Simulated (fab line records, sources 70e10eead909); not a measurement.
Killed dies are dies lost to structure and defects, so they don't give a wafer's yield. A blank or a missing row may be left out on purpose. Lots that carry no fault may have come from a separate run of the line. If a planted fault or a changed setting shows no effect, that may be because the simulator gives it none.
A sampling plan put to the test -- flow nand harc -- one fab line, 19 faults that these records tell of, each judged on the records of the lots that it struck
The line's own looks make up the plan; these are the steps of the route where a gauge or inspection reads the wafer and leaves it unchanged. A look can be judged if struck wafers have a number there and the file gives its usual mean and standard deviation on fault-free wafers. Caught: 4 or more of those standard deviations (sigma) separate the usual mean from the mean of the struck wafers at a look after the fault's first step. On the tool: the test repeated on the tool's own readings taken at the fault's steps. Caught also covers a different recipe on the struck wafers, or a record left blank for those wafers only.

THE FAULTS, as the simulator had put them in
1. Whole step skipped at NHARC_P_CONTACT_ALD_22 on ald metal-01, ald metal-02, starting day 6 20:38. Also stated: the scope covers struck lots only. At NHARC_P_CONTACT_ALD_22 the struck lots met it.
2. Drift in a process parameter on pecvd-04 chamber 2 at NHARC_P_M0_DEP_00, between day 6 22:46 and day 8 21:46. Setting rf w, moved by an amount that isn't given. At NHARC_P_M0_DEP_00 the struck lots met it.
3. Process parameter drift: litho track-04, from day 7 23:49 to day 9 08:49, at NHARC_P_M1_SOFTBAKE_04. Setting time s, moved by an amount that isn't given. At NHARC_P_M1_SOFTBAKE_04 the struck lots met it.
4. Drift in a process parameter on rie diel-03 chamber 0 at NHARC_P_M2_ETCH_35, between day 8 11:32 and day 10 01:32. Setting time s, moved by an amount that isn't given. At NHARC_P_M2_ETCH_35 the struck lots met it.
5. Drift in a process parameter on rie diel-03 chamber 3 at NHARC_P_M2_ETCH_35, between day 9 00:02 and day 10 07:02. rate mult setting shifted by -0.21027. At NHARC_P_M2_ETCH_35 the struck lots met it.
6. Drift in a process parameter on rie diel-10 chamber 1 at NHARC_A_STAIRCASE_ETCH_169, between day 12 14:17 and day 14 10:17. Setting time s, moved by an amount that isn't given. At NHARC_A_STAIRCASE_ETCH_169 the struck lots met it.
7. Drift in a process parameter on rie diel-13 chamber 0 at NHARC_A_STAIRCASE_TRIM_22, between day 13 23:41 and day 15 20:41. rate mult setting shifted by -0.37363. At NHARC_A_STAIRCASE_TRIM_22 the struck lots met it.
8. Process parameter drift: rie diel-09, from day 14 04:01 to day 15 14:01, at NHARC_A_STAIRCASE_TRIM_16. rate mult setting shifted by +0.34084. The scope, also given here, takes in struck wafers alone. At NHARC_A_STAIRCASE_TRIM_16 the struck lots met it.
9. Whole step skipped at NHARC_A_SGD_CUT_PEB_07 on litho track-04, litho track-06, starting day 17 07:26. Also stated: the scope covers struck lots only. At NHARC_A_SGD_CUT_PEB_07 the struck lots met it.
10. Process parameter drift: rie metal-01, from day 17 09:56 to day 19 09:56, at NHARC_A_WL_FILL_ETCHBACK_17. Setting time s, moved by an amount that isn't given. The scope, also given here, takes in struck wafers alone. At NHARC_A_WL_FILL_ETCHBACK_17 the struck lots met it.
11. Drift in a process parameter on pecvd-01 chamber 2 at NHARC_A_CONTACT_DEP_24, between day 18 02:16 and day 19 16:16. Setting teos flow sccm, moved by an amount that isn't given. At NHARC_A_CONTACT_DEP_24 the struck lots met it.
12. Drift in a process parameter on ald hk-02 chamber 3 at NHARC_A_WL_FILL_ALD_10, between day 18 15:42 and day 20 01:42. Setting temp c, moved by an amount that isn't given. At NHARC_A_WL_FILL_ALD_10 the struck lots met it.
13. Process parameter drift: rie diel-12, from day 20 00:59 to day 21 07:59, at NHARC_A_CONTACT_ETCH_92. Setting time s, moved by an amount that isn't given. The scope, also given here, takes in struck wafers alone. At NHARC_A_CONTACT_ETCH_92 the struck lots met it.
14. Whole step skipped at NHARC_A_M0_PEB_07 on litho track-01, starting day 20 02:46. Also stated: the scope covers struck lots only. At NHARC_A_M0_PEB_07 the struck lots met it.
15. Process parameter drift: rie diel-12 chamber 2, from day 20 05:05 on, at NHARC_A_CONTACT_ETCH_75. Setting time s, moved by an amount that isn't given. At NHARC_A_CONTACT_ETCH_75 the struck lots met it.
16. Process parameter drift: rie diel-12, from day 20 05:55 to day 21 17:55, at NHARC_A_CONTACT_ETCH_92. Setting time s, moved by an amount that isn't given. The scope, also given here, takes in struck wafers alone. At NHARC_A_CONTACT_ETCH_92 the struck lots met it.
17. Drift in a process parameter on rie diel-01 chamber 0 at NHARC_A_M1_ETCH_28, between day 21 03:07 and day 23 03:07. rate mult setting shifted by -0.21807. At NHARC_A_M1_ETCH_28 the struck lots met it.
18. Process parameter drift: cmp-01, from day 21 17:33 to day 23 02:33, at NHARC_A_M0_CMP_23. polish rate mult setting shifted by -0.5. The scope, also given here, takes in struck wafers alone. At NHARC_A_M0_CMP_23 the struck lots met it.
19. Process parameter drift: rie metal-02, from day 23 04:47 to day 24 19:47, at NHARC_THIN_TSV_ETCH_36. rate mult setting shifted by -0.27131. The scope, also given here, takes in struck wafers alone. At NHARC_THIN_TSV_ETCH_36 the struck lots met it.

WHAT THE PLAN SAW
fault,on the tool itself,first look that catches it,"reading, sigma",median hours from its first step to that look,hours from the fault's start to the first struck lot there,judged looks passed uncaught
1,the tool's record is blank for the struck wafers,NHARC_END_SORT_01,killed at periphery +99 or beyond,334.6,343,0
2,rf fwd power W +52 sigma,not the one look that can be judged after it,-,-,-,1
3,heater power total W +99 or beyond sigma,no look after it can be judged,-,-,-,0
4,run length s -32 sigma,no look after it can be judged,-,-,-,0
5,oes product au -12 sigma,no look after it can be judged,-,-,-,0
6,run length s +43 sigma,no look after it can be judged,-,-,-,0
7,oes product au -26 sigma,NHARC_END_SORT_01,killed at array +74,212.3,228,0
8,oes product au +23 sigma,NHARC_END_SORT_01,killed at array +15,211.9,216,0
9,the tool's record is blank for the struck wafers,no look after it can be judged,-,-,-,0
10,run length s -6.5 sigma,none of the 2 looks that can be judged after it,-,-,-,2
11,mfc precursor sccm +23 sigma,no look after it can be judged,-,-,-,0
12,susceptor temp C -39 sigma,no look after it can be judged,-,-,-,0
13,run length s -70 sigma,no look after it can be judged,-,-,-,0
14,the tool's record is blank for the struck wafers,no look after it can be judged,-,-,-,0
15,run length s -36 sigma,no look after it can be judged,-,-,-,0
16,run length s -74 sigma,not the one look that can be judged after it,-,-,-,1
17,oes product au -14 sigma,no look after it can be judged,-,-,-,0
18,only faintly: time to endpoint s +2.8 sigma,NHARC_A_M0_THK_MEAS_24,thk nm +4.0,0.3,3,0
19,oes product au -19 sigma,not the one look that can be judged after it,-,-,-,1
A dash: this means the fault isn't caught or the number doesn't appear in these records.

Caught at a look: 4 of 19. Caught on the tool: 18 of 19. By one or the other: 19 of 19.
Faults caught by the tool alone: 2, 3, 4, 5, 6, 9, 10, 11, 12, 13, 14, 15, 16, 17, 19.
Caught at a look alone: fault 18.

THINNER SAMPLING
If the look that catches a fault measured only every second or every third lot, by lot number, the first struck lot would be measured this late in the worst case:
fault,"struck lots at that look, in order of time",every lot,every second lot,every third lot
1,"L885, L884",343 h,343 h,may miss all 2
7,"L945, L946",228 h,249 h,may miss all 2
8,"L675, L677",216 h,may miss all 2,may miss all 2
18,L135,3 h,may miss it,may miss it
Hours count from the start of the fault until the first struck lot that is measured. The test against the limit of 4 sigma pooled every struck wafer, which means one lot taken alone may stay below that limit. Other struck lots may not be in these records.

THE LONGEST TIMED WAY FROM STEP TO LOOK
For fault 1, NHARC_P_CONTACT_ALD_22 and NHARC_END_SORT_01 are separated by a median of 334.6 hours. No look between them can be judged.
